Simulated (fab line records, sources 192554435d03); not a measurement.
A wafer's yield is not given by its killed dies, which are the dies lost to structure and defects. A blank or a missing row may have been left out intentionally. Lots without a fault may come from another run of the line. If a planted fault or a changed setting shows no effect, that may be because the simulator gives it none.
Matching of chambers || flow n5 finfet || N5_BEOL_M3_ETCH_70 on rie diel-06 has 4 sister chambers
The step etches SOC in N2/H2, target depth 80 nm, overetch 16 nm, time 120 s. 4 wafers are shown with their chamber, then 10 later ones without.

WAFERS PAIRED WITH THEIR CHAMBERS
{"wafer": "L086.3", "chamber": 0, "drypump motor current A (A)": 5.58}
{"wafer": "L087.6", "chamber": 3, "drypump motor current A (A)": 5.89}
{"wafer": "L088.1", "chamber": 1, "drypump motor current A (A)": 5.63}
{"wafer": "L088.3", "chamber": 2, "drypump motor current A (A)": 5.33}

WAFERS WITH NO CHAMBER GIVEN
{"wafer": "L088.4", "drypump motor current A (A)": 5.88}
{"wafer": "L089.1", "drypump motor current A (A)": 5.58}
{"wafer": "L089.2", "drypump motor current A (A)": 5.35}
{"wafer": "L089.6", "drypump motor current A (A)": 5.35}
{"wafer": "L090.1", "drypump motor current A (A)": 5.33}
{"wafer": "L090.2", "drypump motor current A (A)": 5.57}
{"wafer": "L090.4", "drypump motor current A (A)": 5.65}
{"wafer": "L096.3", "drypump motor current A (A)": 5.86}
{"wafer": "L096.5", "drypump motor current A (A)": 5.57}
{"wafer": "L096.6", "drypump motor current A (A)": 5.86}

WHICH CHAMBER EACH ONE RAN IN
{"wafer": "L088.4", "from the rows above": 3, "in truth": 3}
{"wafer": "L089.1", "from the rows above": 0, "in truth": 0}
{"wafer": "L089.2", "from the rows above": 2, "in truth": 2}
{"wafer": "L089.6", "from the rows above": 2, "in truth": 2}
{"wafer": "L090.1", "from the rows above": 2, "in truth": 2}
{"wafer": "L090.2", "from the rows above": 0, "in truth": 0}
{"wafer": "L090.4", "from the rows above": 1, "in truth": 1}
{"wafer": "L096.3", "from the rows above": 3, "in truth": 3}
{"wafer": "L096.5", "from the rows above": 0, "in truth": 0}
{"wafer": "L096.6", "from the rows above": 3, "in truth": 3}
Correctly placed: 10 of 10. Can't be placed from these rows: 0. 0 placed wrongly.
How it was worked out, from the rows above alone: a wafer's distance from a chamber is the root of the sum, over the readings, of the square of ((its reading less the chamber's mean) divided by the reading's scatter). The wafer belongs to the nearest chamber; if the next one is less than 2 further off, it can't be placed. For every chamber, the mean is computed from those of its wafers that are shown. The scatter (one wafer shown for each chamber): square how far every hidden wafer sits from the nearest shown wafer, average those squares and take the square root.
